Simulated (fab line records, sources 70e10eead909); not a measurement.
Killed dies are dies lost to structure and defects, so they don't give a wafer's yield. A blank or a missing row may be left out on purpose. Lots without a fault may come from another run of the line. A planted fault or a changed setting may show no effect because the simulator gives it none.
A struck lot beside a sound one | flow nand_harc | 40 steps out of a route of 1159
Sound: wafers L923.1, L923.4, L923.5. Struck: wafers L916.3, L916.4, L916.6. The cause comes at the end.
At each step with rows: each side's tool, then ch and its chambers, then its first start. Under that, the readings that differ: sound wafers | struck wafers | difference of the means | sigmas: that difference in standard deviations of wafers without a fault.
alike: readings whose means differ by less than 2 such deviations, and words and numbers that are the same on both sides. not compared: withheld readings, readings that some wafer has no value for, bounds like >300 that may hide the same value, and numbers for which the record gives no deviation and whose values overlap.
The two part at a step that has a row with sigmas, a row that says differs or no value, or rows on one side only. Numbers that don't overlap but have no deviation are shown without sigmas and don't part them. A reading that every wafer of one side lacks parts them only if that side has two wafers or more.

first, 5 steps without rows for these wafers: NHARC_A_STAIRCASE_HARDBAKE_290 (time 140 s); NHARC_A_STAIRCASE_DESCUM_291 (chemistry O2, time 3 s); NHARC_A_STAIRCASE_ETCH_292 (etches the open film in CF4/CHF3); NHARC_A_STAIRCASE_HM_OPEN_460 (chemistry O2/COS); NHARC_A_STAIRCASE_STRIP_461 (strips in O2/COS).
NHARC_A_STAIRCASE_ETCH_452: etches the open film in CF4/O2, target depth 30 nm, overetch 3 nm, time 16.5 s.
  sound on rie_diel-01 ch 0,1,3; struck on rie_diel-01 ch 1,3
  alike: drypump_motor_current_A, mfc_ar_sccm, oes_product_au, rf_fwd_power_W, rf_vpp_V, showerhead_plenum_p_Torr, throttle_valve_pct
  not compared: rf_hours_counter_h
then, 1 step without rows for these wafers: NHARC_A_STAIRCASE_ETCH_294 (etches the open film in C4F8/O2/Ar, target depth 4992 nm, time 1212.4 s).
NHARC_A_STAIRCASE_STRIP_295: strips in O2.
  sound on rie_diel-01 ch 1,3; struck on rie_diel-01 ch 0,1,3
  alike: drypump_motor_current_A, mfc_ar_sccm, oes_product_au, rf_vpp_V, showerhead_plenum_p_Torr, throttle_valve_pct
  not compared: rf_hours_counter_h
then, 3 steps without rows for these wafers: NHARC_A_STAIRCASE_STRIP_296 (strips in SPM, time 900 s); NHARC_A_STAIRCASE_PRECLEAN_297 (cleans in SC1); NHARC_A_STAIRCASE_SRD_298.
NHARC_A_STAIRCASE_HM_DEP_462: deposits aC, target thk 800 nm.
  sound on acl_dep-01 ch 0, day 15 09:17; struck on acl_dep-01, day 14 02:30
  no value came back on the struck wafers for susceptor_temp_C (C), throttle_valve_pct (%); on the sound wafers susceptor_temp_C (C) reads 399.58 399.69 399.84
then, 11 steps without rows for these wafers: NHARC_A_STAIRCASE_DEP_301 (deposits SiON, target thk 30 nm); NHARC_A_STAIRCASE_DEHYDRATE_302 (time 120 s); NHARC_A_STAIRCASE_HMDS_303 (time 30 s); NHARC_A_STAIRCASE_COAT_304; NHARC_A_STAIRCASE_SOFTBAKE_305 (time 170 s); NHARC_A_STAIRCASE_EBR_306; NHARC_A_STAIRCASE_EXPOSE_307 (exposes mask CHOP 50); NHARC_A_STAIRCASE_PEB_308 (peb time 130 s); NHARC_A_STAIRCASE_DEVELOP_309 (time 140 s); NHARC_A_STAIRCASE_HARDBAKE_311 (time 140 s); NHARC_A_STAIRCASE_DESCUM_312 (chemistry O2, time 3 s).
NHARC_A_STAIRCASE_ETCH_313: etches the open film in CF4/CHF3.
  sound on rie_diel-02 ch 0,1, day 15 12:06; struck on rie_diel-08 ch 0,2,3, day 14 04:55
  alike: drypump_motor_current_A, mfc_ar_sccm, oes_product_au, rf_fwd_power_W, rf_vpp_V, showerhead_plenum_p_Torr, throttle_valve_pct
  not compared: rf_hours_counter_h
then, 3 steps without rows for these wafers: NHARC_A_STAIRCASE_HM_OPEN_463 (chemistry O2/COS); NHARC_A_STAIRCASE_STRIP_464 (strips in O2/COS); NHARC_A_STAIRCASE_ETCH_453 (etches the open film in CF4/O2, target depth 30 nm, overetch 3 nm, time 16.5 s).
NHARC_A_STAIRCASE_ETCH_315: etches the open film in C4F8/O2/Ar, target depth 2500 nm, time 607.1 s.
  sound on rie_diel-02 ch 1,2,3; struck on rie_diel-08 ch 0,1,3
  alike: oes_product_au, rf_fwd_power_W, rf_vpp_V
  not compared: rf_hours_counter_h
then, 5 steps without rows for these wafers: NHARC_A_STAIRCASE_STRIP_316 (strips in O2); NHARC_A_STAIRCASE_STRIP_317 (strips in SPM, time 900 s); NHARC_A_STAIRCASE_PRECLEAN_318 (cleans in SC1); NHARC_A_STAIRCASE_SRD_329; NHARC_A_STAIRCASE_ALD_415 (deposits SiO2, target thk 30 nm, pulse time 6 s, ald cycles 300).
NHARC_A_STAIRCASE_ETCHBACK_416: etches the open film in C4F8/O2/Ar, target depth 36 nm, time 7.2 s.
  sound on rie_diel-02 ch 0,2,3; struck on rie_diel-08 ch 0,1,2
  alike: oes_product_au, rf_fwd_power_W, rf_vpp_V
  not compared: rf_hours_counter_h
then, 5 steps without rows for these wafers: NHARC_A_STAIRCASE_STRIP_476 (strips in O2, time 20 s); NHARC_A_STAIRCASE_DEP_417 (deposits Si3N4, target thk 60 nm); NHARC_A_STAIRCASE_WET_418 (chemistry H3PO4, target depth 20 nm); NHARC_A_STAIRCASE_PRECLEAN_419 (cleans in SC1); NHARC_A_STAIRCASE_SRD_421.
NHARC_END_SORT_01:
  the record has rows for the sound wafers here (prober-01 ch 0, day 23 15:48) and none for the struck ones

WHERE THEY PART
First at NHARC_A_STAIRCASE_HM_DEP_462; last, within this record, at NHARC_END_SORT_01.

WHY: what the simulator had put in
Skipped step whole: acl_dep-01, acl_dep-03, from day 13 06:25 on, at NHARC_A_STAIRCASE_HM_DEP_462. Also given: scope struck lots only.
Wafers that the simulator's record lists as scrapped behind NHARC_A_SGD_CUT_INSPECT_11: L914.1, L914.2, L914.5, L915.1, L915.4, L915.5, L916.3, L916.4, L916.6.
